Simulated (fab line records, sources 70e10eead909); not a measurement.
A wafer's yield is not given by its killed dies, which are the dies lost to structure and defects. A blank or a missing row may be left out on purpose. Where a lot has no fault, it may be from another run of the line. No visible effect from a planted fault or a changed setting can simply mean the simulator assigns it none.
The tool behind it: which one? / flow nand-harc / 12 lots with 36 wafers sampled at 5 steps, on a route of 1159 steps

WHAT THE GAUGES SHOWED, per wafer
NHARC_A_M0_CD_MEAS_09 targets a cd of 80 nm.
lot=L816; measured=day 17 19:34; on=cd-sem-02; cd-nm (nm)=80.8 80.0 80.9
lot=L817; measured=day 17 20:25; on=cd-sem-02; cd-nm (nm)=80.9 80.7 80.1
lot=L824; measured=day 20 18:23; on=cd-sem-01; cd-nm (nm)=80.4 80.3 79.8
lot=L828; measured=day 20 22:21; on=cd-sem-02; cd-nm (nm)=79.2 80.8 80.1
lot=L827; measured=day 21 14:15; on=cd-sem-02; cd-nm (nm)=79.7 79.9 79.9
lot=L830; measured=day 21 14:47; on=cd-sem-01; cd-nm (nm)=80.3 78.8 79.5
lot=L831; measured=day 21 21:36; on=cd-sem-01; cd-nm (nm)=80.9 80.1 79.4
lot=L832; measured=day 22 03:26; on=cd-sem-01; cd-nm (nm)=80.0 80.4 79.7
lot=L835; measured=day 22 04:35; on=cd-sem-03; cd-nm (nm)=79.7 80.1 80.0
lot=L837; measured=day 22 20:46; on=cd-sem-02; cd-nm (nm)=81.4 80.3 79.8
lot=L836; measured=day 23 02:56; on=cd-sem-03; cd-nm (nm)=80.6 78.8 80.3
lot=L838; measured=day 23 13:29; on=cd-sem-03; cd-nm (nm)=80.6 79.8 80.3

NHARC_END_SORT_01.
lot=L824; measured=day 24 08:08; on=prober-02; defect-limited-yield (%)=0 0 0; killed-at-array=676 674 673; killed-at-other=0 0 1; killed-at-periphery=1 3 3; killed-dies=677 677 677; killed-open=2 4 2; killed-short=4 1 0; sort_bin_2_pct (%)=97.9 97.9 98.5; sort_bin_3_pct (%)=0.15 0 0; sort_bin_4_pct (%)=1.9 2.1 1.5; sort-n-pass=0 0 0; sort-rim-yield-pct (%)=0 0 0; sort-yield-pct (%)=0 0 0
lot=L828; measured=day 24 08:00; on=prober-01; defect-limited-yield (%)=0 0 0; killed-at-array=673 675 674; killed-at-other=0 0 2; killed-at-periphery=4 2 1; killed-dies=677 677 677; killed-open=1 2 1; killed-short=0 0 1; sort_bin_2_pct (%)=96.3 95.3 95.7; sort_bin_3_pct (%)=0.74 0.30 0.30; sort_bin_4_pct (%)=3.0 4.4 4.0; sort-n-pass=0 0 0; sort-rim-yield-pct (%)=0 0 0; sort-yield-pct (%)=0 0 0
lot=L827; measured=day 24 15:58; on=prober-02; defect-limited-yield (%)=0 0 0; killed-at-array=676 669 669; killed-at-other=0 1 1; killed-at-periphery=1 7 7; killed-dies=677 677 677; killed-open=3 6 8; killed-short=4 0 1; sort_bin_2_pct (%)=97.0 97.0 96.9; sort_bin_3_pct (%)=0.15 0 0; sort_bin_4_pct (%)=2.8 3.0 3.1; sort-n-pass=0 0 0; sort-rim-yield-pct (%)=0 0 0; sort-yield-pct (%)=0 0 0

WHICH TOOL RAN EACH LOT (tool, then ch and the chambers of the sampled wafers, then the start)
lot=L816; NHARC_A_CONTACT_STRIP_26=rie-diel-04 ch 1,3, day 17 11:29 or earlier; NHARC_A_BLC_DEGAS_30=pvd-sputter-03, day 17 11:29; NHARC_A_M0_DEP_00=pecvd-02 ch 0,1,2, day 17 18:44
lot=L817; NHARC_A_CONTACT_STRIP_26=rie-diel-04 ch 0,2,3, day 17 13:02 or earlier; NHARC_A_BLC_DEGAS_30=pvd-sputter-01, day 17 13:02; NHARC_A_M0_DEP_00=pecvd-04 ch 1,2, day 17 19:38
lot=L824; NHARC_A_CONTACT_STRIP_26=rie-diel-04 ch 2,3, day 20 12:01 or earlier; NHARC_A_BLC_DEGAS_30=pvd-sputter-02, day 20 12:01; NHARC_A_M0_DEP_00=pecvd-04 ch 0,1,2, day 20 17:33
lot=L828; NHARC_A_CONTACT_STRIP_26=rie-diel-13 ch 0,2,3, day 20 12:56 or earlier; NHARC_A_BLC_DEGAS_30=pvd-sputter-02, day 20 12:56; NHARC_A_M0_DEP_00=pecvd-04 ch 0,1,2, day 20 21:31
lot=L827; NHARC_A_CONTACT_STRIP_26=rie-diel-13 ch 0,2, day 20 23:28 or earlier; NHARC_A_BLC_DEGAS_30=pvd-sputter-03, day 20 23:28; NHARC_A_M0_DEP_00=pecvd-01 ch 0,2, day 21 13:31
lot=L830; NHARC_A_CONTACT_STRIP_26=rie-diel-06 ch 0,1,2, day 21 00:35 or earlier; NHARC_A_BLC_DEGAS_30=pvd-sputter-03, day 21 00:35; NHARC_A_M0_DEP_00=pecvd-04 ch 0,1,2, day 21 13:59
lot=L831; NHARC_A_CONTACT_STRIP_26=rie-diel-06 ch 1,2,3, day 21 17:46 or earlier; NHARC_A_BLC_DEGAS_30=pvd-sputter-02, day 21 17:46; NHARC_A_M0_DEP_00=pecvd-04 ch 1,2, day 21 20:44
lot=L832; NHARC_A_CONTACT_STRIP_26=rie-diel-04 ch 0,1,2, day 21 19:09 or earlier; NHARC_A_BLC_DEGAS_30=pvd-sputter-02, day 21 19:09; NHARC_A_M0_DEP_00=pecvd-01 ch 0,2, day 22 02:28
lot=L835; NHARC_A_CONTACT_STRIP_26=rie-diel-04 ch 0,1,3, day 21 22:46 or earlier; NHARC_A_BLC_DEGAS_30=pvd-sputter-02, day 21 22:46; NHARC_A_M0_DEP_00=pecvd-01 ch 0,2, day 22 03:50
lot=L837; NHARC_A_CONTACT_STRIP_26=rie-diel-06 ch 0,2,3, day 22 18:23 or earlier; NHARC_A_BLC_DEGAS_30=pvd-sputter-03, day 22 18:23; NHARC_A_M0_DEP_00=pecvd-04 ch 0,1,2, day 22 19:59
lot=L836; NHARC_A_CONTACT_STRIP_26=rie-diel-06 ch 1,2, day 22 19:47 or earlier; NHARC_A_BLC_DEGAS_30=pvd-sputter-02, day 22 19:47; NHARC_A_M0_DEP_00=pecvd-01 ch 0,1, day 23 02:09
lot=L838; NHARC_A_CONTACT_STRIP_26=rie-diel-04 ch 0,2, day 23 11:19 or earlier; NHARC_A_BLC_DEGAS_30=pvd-sputter-02, day 23 11:19; NHARC_A_M0_DEP_00=pecvd-04 ch 1,2, day 23 12:45
- NHARC_A_CONTACT_STRIP_26: strips in O2.
- NHARC_A_BLC_DEGAS_30: time 60 s.
- NHARC_A_M0_DEP_00: deposits SiOC, target thk 150 nm.

WHAT THE TOOLS THEMSELVES READ (means of the sampled wafers that have a number; where no wafer has one, the mark that the record gives instead)
NHARC_A_CONTACT_STRIP_26.
lot=L816; tool=rie-diel-04; drypump-motor-current-A (A)=5.2; oes-product-au (a.u.)=0.998; rf-vpp-V (V)=56.9; showerhead-plenum-p-Torr (Torr)=3.49; throttle-valve-pct (%)=17.036
lot=L817; tool=rie-diel-04; drypump-motor-current-A (A)=5.6; oes-product-au (a.u.)=1.002; rf-vpp-V (V)=56.9; showerhead-plenum-p-Torr (Torr)=3.48; throttle-valve-pct (%)=17.038
lot=L824; tool=rie-diel-04; drypump-motor-current-A (A)=5.3; oes-product-au (a.u.)=0.993; rf-vpp-V (V)=56.8; showerhead-plenum-p-Torr (Torr)=3.39; throttle-valve-pct (%)=17.033
lot=L828; tool=rie-diel-13; drypump-motor-current-A (A)=5.9; oes-product-au (a.u.)=1.005; rf-vpp-V (V)=59.2; showerhead-plenum-p-Torr (Torr)=3.71; throttle-valve-pct (%)=17.035
lot=L827; tool=rie-diel-13; drypump-motor-current-A (A)=6.0; oes-product-au (a.u.)=1.005; rf-vpp-V (V)=58.3; showerhead-plenum-p-Torr (Torr)=3.62; throttle-valve-pct (%)=17.037
lot=L830; tool=rie-diel-06; drypump-motor-current-A (A)=6.3; oes-product-au (a.u.)=1.007; rf-vpp-V (V)=57.2; showerhead-plenum-p-Torr (Torr)=3.59; throttle-valve-pct (%)=17.034
lot=L831; tool=rie-diel-06; drypump-motor-current-A (A)=6.4; oes-product-au (a.u.)=1.001; rf-vpp-V (V)=57.9; showerhead-plenum-p-Torr (Torr)=3.67; throttle-valve-pct (%)=17.037
lot=L832; tool=rie-diel-04; drypump-motor-current-A (A)=5.8; oes-product-au (a.u.)=0.998; rf-vpp-V (V)=57.7; showerhead-plenum-p-Torr (Torr)=3.59; throttle-valve-pct (%)=17.026
lot=L835; tool=rie-diel-04; drypump-motor-current-A (A)=5.5; oes-product-au (a.u.)=1.001; rf-vpp-V (V)=57.1; showerhead-plenum-p-Torr (Torr)=3.55; throttle-valve-pct (%)=17.045
lot=L837; tool=rie-diel-06; drypump-motor-current-A (A)=6.2; oes-product-au (a.u.)=1.005; rf-vpp-V (V)=57.6; showerhead-plenum-p-Torr (Torr)=3.63; throttle-valve-pct (%)=17.038
lot=L836; tool=rie-diel-06; drypump-motor-current-A (A)=6.6; oes-product-au (a.u.)=1.003; rf-vpp-V (V)=58.0; showerhead-plenum-p-Torr (Torr)=3.61; throttle-valve-pct (%)=17.033
lot=L838; tool=rie-diel-04; drypump-motor-current-A (A)=5.8; oes-product-au (a.u.)=1.006; rf-vpp-V (V)=57.5; showerhead-plenum-p-Torr (Torr)=3.50; throttle-valve-pct (%)=17.032

NHARC_A_BLC_DEGAS_30.
lot=L816; tool=pvd-sputter-03; heater-power-w (W)=426
lot=L817; tool=pvd-sputter-01; heater-power-w (W)=500
lot=L824; tool=pvd-sputter-02; heater-power-w (W)=457
lot=L828; tool=pvd-sputter-02; heater-power-w (W)=455
lot=L827; tool=pvd-sputter-03; heater-power-w (W)=428
lot=L830; tool=pvd-sputter-03; heater-power-w (W)=481
lot=L831; tool=pvd-sputter-02; heater-power-w (W)=455
lot=L832; tool=pvd-sputter-02; heater-power-w (W)=466
lot=L835; tool=pvd-sputter-02; heater-power-w (W)=468
lot=L837; tool=pvd-sputter-03; heater-power-w (W)=461
lot=L836; tool=pvd-sputter-02; heater-power-w (W)=448
lot=L838; tool=pvd-sputter-02; heater-power-w (W)=464

NHARC_A_M0_DEP_00.
lot=L816; tool=pecvd-02; chamber-pressure-Torr (Torr)=4.998; rf-fwd-power-W (W)=600.2
lot=L817; tool=pecvd-04; chamber-pressure-Torr (Torr)=4.990; rf-fwd-power-W (W)=598.5
lot=L824; tool=pecvd-04; chamber-pressure-Torr (Torr)=-; rf-fwd-power-W (W)=-
lot=L828; tool=pecvd-04; chamber-pressure-Torr (Torr)=-; rf-fwd-power-W (W)=-
lot=L827; tool=pecvd-01; chamber-pressure-Torr (Torr)=-; rf-fwd-power-W (W)=-
lot=L830; tool=pecvd-04; chamber-pressure-Torr (Torr)=5.007; rf-fwd-power-W (W)=597.4
lot=L831; tool=pecvd-04; chamber-pressure-Torr (Torr)=5.003; rf-fwd-power-W (W)=599.6
lot=L832; tool=pecvd-01; chamber-pressure-Torr (Torr)=5.004; rf-fwd-power-W (W)=598.0
lot=L835; tool=pecvd-01; chamber-pressure-Torr (Torr)=4.993; rf-fwd-power-W (W)=598.9
lot=L837; tool=pecvd-04; chamber-pressure-Torr (Torr)=5.005; rf-fwd-power-W (W)=598.4
lot=L836; tool=pecvd-01; chamber-pressure-Torr (Torr)=4.985; rf-fwd-power-W (W)=600.4
lot=L838; tool=pecvd-04; chamber-pressure-Torr (Torr)=5.010; rf-fwd-power-W (W)=598.6

THE ANSWER, worked out from the rows above alone
Rule: usual is defined by the lots themselves. Put in order of their means at a reading, lots are off if they are a third of the lots or fewer, leave a main group of 4 or more, and stand apart from it by a gap of 3 or more times the standard deviation of the main group's means; of several such gaps the widest counts. If all means in a main group match to the digits the tables above print for the reading, that group is not used. Also off: a lot with no number at a reading for which 4 or more lots have one. The other lots that the step has rows for count as sound. First the gauges in route order, then the tools' own readings, where a lot's mean is used as printed above. At the first step where some lot is off, the reading lying furthest off is the one used; lots without a number count as furthest.
Off: L824, L828, L827 (NHARC_A_M0_DEP_00, chamber-pressure-Torr). Without a number there: L824, L828, L827. Main group: mean 4.999 Torr, sd 0.008.
A tool fits if, at that step or a process step before it, it ran every lot that is off, and no sound lot after the first of them. With no start given for some of its lots, NHARC_A_CONTACT_STRIP_26 uses the hours and lot order of NHARC_A_BLC_DEGAS_30. Of those tried, none fits.

WHAT THE SIMULATOR HAD PUT IN
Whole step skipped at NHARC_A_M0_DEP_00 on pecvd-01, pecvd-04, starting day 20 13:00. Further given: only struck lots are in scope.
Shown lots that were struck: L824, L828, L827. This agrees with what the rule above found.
